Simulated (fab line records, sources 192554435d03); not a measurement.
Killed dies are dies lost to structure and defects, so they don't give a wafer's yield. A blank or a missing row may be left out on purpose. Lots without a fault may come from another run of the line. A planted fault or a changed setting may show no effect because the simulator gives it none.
A struck lot beside a sound one | flow n5_finfet | 22 steps out of a route of 1938
Sound: wafers L150.2, L150.5, L150.6. Struck: wafers L157.1, L157.4, L157.6. The cause comes at the end.
At each step with rows: each side's tool, then ch and its chambers, then its first start. Under that, the readings that differ: sound wafers | struck wafers | difference of the means | sigmas: that difference in standard deviations of wafers without a fault.
alike: readings whose means differ by less than 2 such deviations, and words and numbers that are the same on both sides. not compared: withheld readings, readings that some wafer has no value for, bounds like >300 that may hide the same value, and numbers for which the record gives no deviation and whose values overlap.
The two part at a step that has a row with sigmas, a row that says differs or no value, or rows on one side only. Numbers that don't overlap but have no deviation are shown without sigmas and don't part them. A reading that every wafer of one side lacks parts them only if that side has two wafers or more.

first, 8 steps without rows for these wafers: N5_BEOL_M12_SPUTTER_44 (material Ta, target thk 10 nm, time 16.13 s); N5_BEOL_M12_SPUTTER_45 (material Cu, target thk 80 nm, time 13.33 s); N5_BEOL_M12_ECD_47 (material Cu, target thk 720 nm); N5_BEOL_M12_ANNEAL_48 (time 90 s); N5_BEOL_M12_CMP_49 (polishes, stops on SiOC, t overpolish 20.6 s, target thk 320 nm); N5_BEOL_M12_PRE_CLEAN_52 (time 15 s); N5_BEOL_M12_DEP_53 (deposits SiCN from 3MS/NH3, target thk 30 nm, time 10.5 s); N5_BEOL_M13_ILD_DEP_00 (deposits SiOC from DEMS/O2, target thk 837.92 nm, time 166.4 s).
N5_BEOL_M13_COAT_58: time 60 s, resist thk 89 nm.
  sound on litho_track-03 ch 0, day 12 15:08; struck on litho_track-03 ch 0, day 14 22:04
  reading                                    | sound                | struck               | difference | sigmas
  spin_speed_rpm (rpm)                       | 1502.3 1500.7 1501.0 | 1540.0 1539.8 1540.8 | +38.9      | +42
  model.BARC_of_BEOL_M13_COAT_58.thk_nm (nm) | 89 89 89.2           | 87.6 88 88           | -1.2       |
  alike: dispense_pressure_kPa
then, 8 steps without rows for these wafers: N5_BEOL_M13_COAT_04 (resist thk 400 nm); N5_BEOL_M13_EBR_06; N5_BEOL_M13_SOFTBAKE_05 (time 60 s); N5_BEOL_M13_EXPOSE_07 (exposes mask V12); N5_BEOL_M13_PEB_08 (peb time 90 s); N5_BEOL_M13_DEVELOP_09 (develop time 45 s); N5_BEOL_M13_HARDBAKE_14 (time 120 s); N5_BEOL_M13_DESCUM_15 (chemistry O2, time 7.9 s).
N5_BEOL_M13_ETCH_59: etches BARC in N2/H2, target depth 89 nm, overetch 26.7 nm, time 67.9 s.
  sound on rie_diel-02 ch 0,1,2, day 12 15:40; struck on rie_diel-05 ch 1,2,3, day 14 22:43
  reading                  | sound             | struck           | difference | sigmas
  model.etch.depth_nm (nm) | 89.08 89.05 89.19 | 87.52 88.1 87.97 | -1.24      |
  alike: bias_w, drypump_motor_current_A, oes_product_au, rf_fwd_power_W, rf_vpp_V, showerhead_plenum_p_Torr, throttle_valve_pct
  not compared: rf_hours_counter_h
then, 2 steps without rows for these wafers: N5_BEOL_M13_VIA_ETCH_16 (etches SiOC in C4F8/O2/Ar, target depth 921.7 nm); N5_BEOL_M13_STRIP_63 (strips in N2/H2).
N5_BEOL_M13_STRIP_64: strips in N2/H2.
  sound on plasma_asher-02 ch 0,1, day 12 16:01; struck on plasma_asher-02 ch 0,1, day 14 23:06
  reading                      | sound             | struck            | difference | sigmas
  strip_time_to_endpoint_s (s) | 31.33 31.31 31.37 | 30.89 31.05 31.00 | -0.36      | -5
  alike: drypump_motor_current_A, heater_power_w, oes_product_au, temp_c
  not compared: rf_hours_counter_h
then, 1 step without rows for these wafers: N5_BEOL_M13_STRIP_71 (strips in post etch residue remover, time 60 s).

WHERE THEY PART
First at N5_BEOL_M13_COAT_58; last, within this record, at N5_BEOL_M13_STRIP_64.

WHY: what the simulator had put in
Process parameter drift: litho_track-03, from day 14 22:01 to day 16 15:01, at N5_BEOL_M13_COAT_58. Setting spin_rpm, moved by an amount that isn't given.
